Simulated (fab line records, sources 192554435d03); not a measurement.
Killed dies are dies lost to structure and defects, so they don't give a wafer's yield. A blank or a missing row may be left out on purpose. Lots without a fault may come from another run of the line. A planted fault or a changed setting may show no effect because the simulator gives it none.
Which tool did it? | flow n5_finfet | 12 lots, 36 wafers sampled, at 1 step of a route of 1938

WHAT THE GAUGES READ, wafer by wafer
N5_START_INSPECT_01: inspects for defects (unpatterned scan).
lot  | measured    | on                | raw_defect_count
L075 | day 1 18:02 | defect_inspect-01 | 8 0 7
L077 | day 2 06:02 | defect_inspect-02 | 2 6 6
L079 | day 2 18:02 | defect_inspect-02 | 7 10 3
L081 | day 3 06:02 | defect_inspect-02 | 9 6 2
L083 | day 3 18:02 | defect_inspect-02 | 4 5 5
L085 | day 4 06:02 | defect_inspect-02 | 3 6 2
L087 | day 4 18:02 | defect_inspect-01 | 5 10 7
L089 | day 5 06:02 | defect_inspect-02 | 10 1 6
L091 | day 5 18:02 | defect_inspect-02 | 11 6 3
L093 | day 6 06:02 | defect_inspect-01 | 9 5 5
L095 | day 6 18:02 | defect_inspect-02 | 7 6 4
L097 | day 7 06:02 | defect_inspect-01 | 6 6 8

WHICH TOOL RAN EACH LOT (tool, then ch and the chambers of the sampled wafers, then the start)
The record holds no process step before these readings.

THE ANSWER, worked out from the rows above alone
Rule: what is usual is taken from the lots themselves. Put in order of their means at a reading, lots are off if they are a third of the lots or fewer, leave a main group of 4 or more, and stand apart from it by a gap of 3 or more times the standard deviation of the main group's means; of several such gaps the widest counts. A main group whose means are all the same, to the digits that the tables above print for the reading, isn't used. A lot without any number at a reading at which 4 lots or more have one is off too. The other lots that the step has rows for count as sound.
No lot is off at any reading shown: from this, nothing can be told.

WHAT THE SIMULATOR HAD PUT IN
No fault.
